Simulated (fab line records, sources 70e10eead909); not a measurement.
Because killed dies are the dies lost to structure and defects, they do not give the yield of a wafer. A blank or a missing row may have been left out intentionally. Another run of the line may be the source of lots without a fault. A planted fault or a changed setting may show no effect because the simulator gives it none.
The tool behind it: which one? | flow nand harc | Sampling: 15 lots, 45 wafers, 5 of 1159 route steps

== WHAT EACH GAUGE READ, for each wafer ==
NHARC_THIN_TSV_CD_MEAS_16. Usual: 1000.6 nm for cd nm, sd 1.9.
lot  | measured     | on        | cd nm (nm)           | flag
L371 | day 19 09:04 | cd sem-02 | 1000.6 999.3 1000.1  |
L372 | day 19 07:50 | cd sem-02 | 996.4 998.2 997.8    |
L374 | day 18 23:53 | cd sem-02 | 1001.3 998.1 1002.3  |
L375 | day 19 11:53 | cd sem-03 | 999.6 999.5 1000.8   |
L373 | day 19 05:32 | cd sem-02 | 1002.7 1004.3 1000.6 |
L376 | day 19 18:31 | cd sem-01 | 1001.5 1001.8 1003.3 |
L377 | day 20 03:30 | cd sem-01 | 999.5 1001.3 1001.4  |
L379 | day 21 08:11 | cd sem-01 | 1001.5 999.2 998.4   |
L382 | day 21 09:50 | cd sem-03 | 1001.2 1001.1 1002.0 |
L380 | day 21 04:09 | cd sem-01 | 1002.7 1001.0 1002.8 |
L381 | day 21 18:23 | cd sem-03 | 1000.5 1003.2 1001.3 |
L383 | day 21 19:14 | cd sem-02 | 1000.5 999.2 999.6   |
L384 | day 22 03:55 | cd sem-02 | 999.3 1002.3 998.3   |
L386 | day 23 01:45 | cd sem-03 | 1001.3 1002.0 1002.6 |
L388 | day 23 04:09 | cd sem-03 | 1002.9 1003.9 1002.6 |

NHARC_END_SORT_01. Usual: killed at array 29, standard deviation 11; killed at other 0.5, standard deviation 0.8; killed at periphery 3.5, standard deviation 2.8; killed dies 33, standard deviation 12; killed open 3.1, standard deviation 1.8; killed short 1.8, standard deviation 1.4.
lot  | measured     | on        | killed at array | killed at other | killed at periphery | killed dies | killed open | killed short | flag
L383 | day 22 09:09 | prober-02 | 74 80 107       | 1 0 0           | 4 0 0               | 79 80 107   | 6 3 3       | 3 1 2        | OFF
L384 | day 22 17:23 | prober-02 | 99 118 114      | 0 0 0           | 2 4 1               | 101 122 115 | 1 2 2       | 0 6 2        | OFF
L386 | day 23 22:25 | prober-02 | 101 84 107      | 0 0 0           | 1 1 2               | 102 85 109  | 2 2 3       | 0 0 1        | OFF

== WHICH TOOL RAN EACH LOT (tool, then ch and the chambers of the sampled wafers, then the start) ==
lot  | NHARC_A_SGD_CUT_DEP_20       | NHARC_THIN_TSV_PRE_CLEAN_50             | NHARC_THIN_TSV_PVD_19
L371 | fcvd-01 ch 0,1, day 14 16:50 | pvd sputter-02, no start                | pvd sputter-02, no start
L372 | fcvd-01 ch 0,1, day 14 17:21 | pvd sputter-03, no start                | pvd sputter-03, no start
L374 | fcvd-02 ch 0,1, day 14 18:35 | pvd sputter-02, no start                | pvd sputter-02, no start
L375 | fcvd-01 ch 0, day 14 19:00   | pvd sputter-03, no start                | pvd sputter-03, no start
L373 | fcvd-02 ch 0,1, day 14 19:09 | pvd sputter-01, no start                | pvd sputter-01, no start
L376 | fcvd-02 ch 0,1, day 15 03:10 | pvd sputter-02, no start                | pvd sputter-02, no start
L377 | fcvd-01 ch 0,1, day 15 03:32 | pvd sputter-01, no start                | pvd sputter-01, no start
L379 | fcvd-02 ch 0,1, day 16 02:56 | pvd sputter-02, no start                | pvd sputter-02, no start
L382 | fcvd-01 ch 1, day 16 03:47   | pvd sputter-01, no start                | pvd sputter-01, no start
L380 | fcvd-02 ch 0,1, day 16 04:10 | pvd sputter-01, no start                | pvd sputter-01, no start
L381 | fcvd-01 ch 0,1, day 16 15:39 | pvd sputter-01, no start                | pvd sputter-01, no start
L383 | fcvd-01 ch 0,1, day 17 01:55 | pvd sputter-01, day 22 09:09 or earlier | pvd sputter-01, day 22 09:09 or earlier
L384 | fcvd-01 ch 1, day 17 02:08   | pvd sputter-03, day 22 17:23 or earlier | pvd sputter-03, day 22 17:23 or earlier
L386 | fcvd-01 ch 0,1, day 17 23:33 | pvd sputter-01, day 23 22:25 or earlier | pvd sputter-01, day 23 22:25 or earlier
L388 | fcvd-02 ch 0,1, day 18 16:29 | pvd sputter-01, no start                | pvd sputter-01, no start
- NHARC_A_SGD_CUT_DEP_20: deposits SiO2, target thk 150 nm.
- NHARC_THIN_TSV_PRE_CLEAN_50: time 30 s.
- NHARC_THIN_TSV_PVD_19: deposits TaN, target thk 20 nm.

== WHAT THE TOOLS THEMSELVES READ (means of the sampled wafers that have a number; where no wafer has one, the mark that the record gives instead) ==
NHARC_A_SGD_CUT_DEP_20. Usual: 64.96 C for susceptor temp C, sd 0.11.
lot  | tool    | susceptor temp C (C) | flag
L371 | fcvd-01 | -                    | OFF
L372 | fcvd-01 | 64.95                |
L374 | fcvd-02 | 64.96                |
L375 | fcvd-01 | -                    | OFF
L373 | fcvd-02 | -                    | OFF
L376 | fcvd-02 | -                    | OFF
L377 | fcvd-01 | -                    | OFF
L379 | fcvd-02 | 64.97                |
L382 | fcvd-01 | 64.77                |
L380 | fcvd-02 | 64.93                |
L381 | fcvd-01 | -                    | OFF
L383 | fcvd-01 | 65.00                |
L384 | fcvd-01 | 64.95                |
L386 | fcvd-01 | -                    | OFF
L388 | fcvd-02 | 64.95                |

NHARC_THIN_TSV_PRE_CLEAN_50. Usual: heater power w 403 W, standard deviation 41; susceptor temp C 280.01 C, standard deviation 0.19.
lot  | tool           | heater power w (W) | susceptor temp C (C) | flag
L371 | pvd sputter-02 | 437                | 280.03               |
L372 | pvd sputter-03 | 379                | 279.97               |
L374 | pvd sputter-02 | 447                | 280.18               |
L375 | pvd sputter-03 | 366                | 279.86               |
L373 | pvd sputter-01 | 406                | 280.13               |
L376 | pvd sputter-02 | 410                | 280.00               |
L377 | pvd sputter-01 | 383                | 279.96               |
L379 | pvd sputter-02 | 395                | 279.78               |
L382 | pvd sputter-01 | 393                | 280.26               |
L380 | pvd sputter-01 | 425                | 279.91               |
L381 | pvd sputter-01 | 406                | 280.13               |
L383 | pvd sputter-01 | 373                | 280.10               |
L384 | pvd sputter-03 | 380                | 279.95               |
L386 | pvd sputter-01 | 418                | 280.08               |
L388 | pvd sputter-01 | 413                | 280.21               |

NHARC_THIN_TSV_PVD_19. Usual: 30.2 % for throttle valve pct, sd 0.85.
lot  | tool           | throttle valve pct (%) | flag
L371 | pvd sputter-02 | 30.2                   |
L372 | pvd sputter-03 | 30.3                   |
L374 | pvd sputter-02 | 30.6                   |
L375 | pvd sputter-03 | 30.2                   |
L373 | pvd sputter-01 | 29.4                   |
L376 | pvd sputter-02 | 30.4                   |
L377 | pvd sputter-01 | 30.3                   |
L379 | pvd sputter-02 | 30.6                   |
L382 | pvd sputter-01 | 30.5                   |
L380 | pvd sputter-01 | 30.8                   |
L381 | pvd sputter-01 | 30.6                   |
L383 | pvd sputter-01 | 29.8                   |
L384 | pvd sputter-03 | 29.1                   |
L386 | pvd sputter-01 | 30.2                   |
L388 | pvd sputter-01 | 30.3                   |

== THE ANSWER, worked out from the rows above alone ==
Rule: take the mean of a lot's wafers that have a number; if it is more than 3 standard deviations from the usual mean, the lot is off. Also off: a lot with no number at a reading for which 4 or more lots have one. Where the step has rows for the other lots, those lots are counted as sound. Order of review: gauges by route order, followed by the tools' own readings, for which a lot's mean as printed above is used. At the first step where some lot is off, the reading lying furthest off is the one used; lots without a number count as furthest.
Off: L383, L384, L386, at NHARC_END_SORT_01 (killed at array). Neither off nor sound, because the step has no rows for them: L371, L372, L374, L375, L373, L376, L377, L379, L382, L380, L381, L388.
A tool fits if, at a process step before that reading, it ran every lot that is off, and no sound lot after the first of them. Those tools and the gauges at NHARC_END_SORT_01 are tried in the same way. Because NHARC_THIN_TSV_PRE_CLEAN_50 lacks a start for some lots, the hours and order of its lots are taken from NHARC_END_SORT_01. Because NHARC_THIN_TSV_PVD_19 lacks a start for some lots, the hours and order of its lots are taken from NHARC_END_SORT_01. Undecided on this evidence; 2 tools fit (fcvd-01 at NHARC_A_SGD_CUT_DEP_20, prober-02 at NHARC_END_SORT_01).

== WHAT WAS PUT IN BY THE SIMULATOR ==
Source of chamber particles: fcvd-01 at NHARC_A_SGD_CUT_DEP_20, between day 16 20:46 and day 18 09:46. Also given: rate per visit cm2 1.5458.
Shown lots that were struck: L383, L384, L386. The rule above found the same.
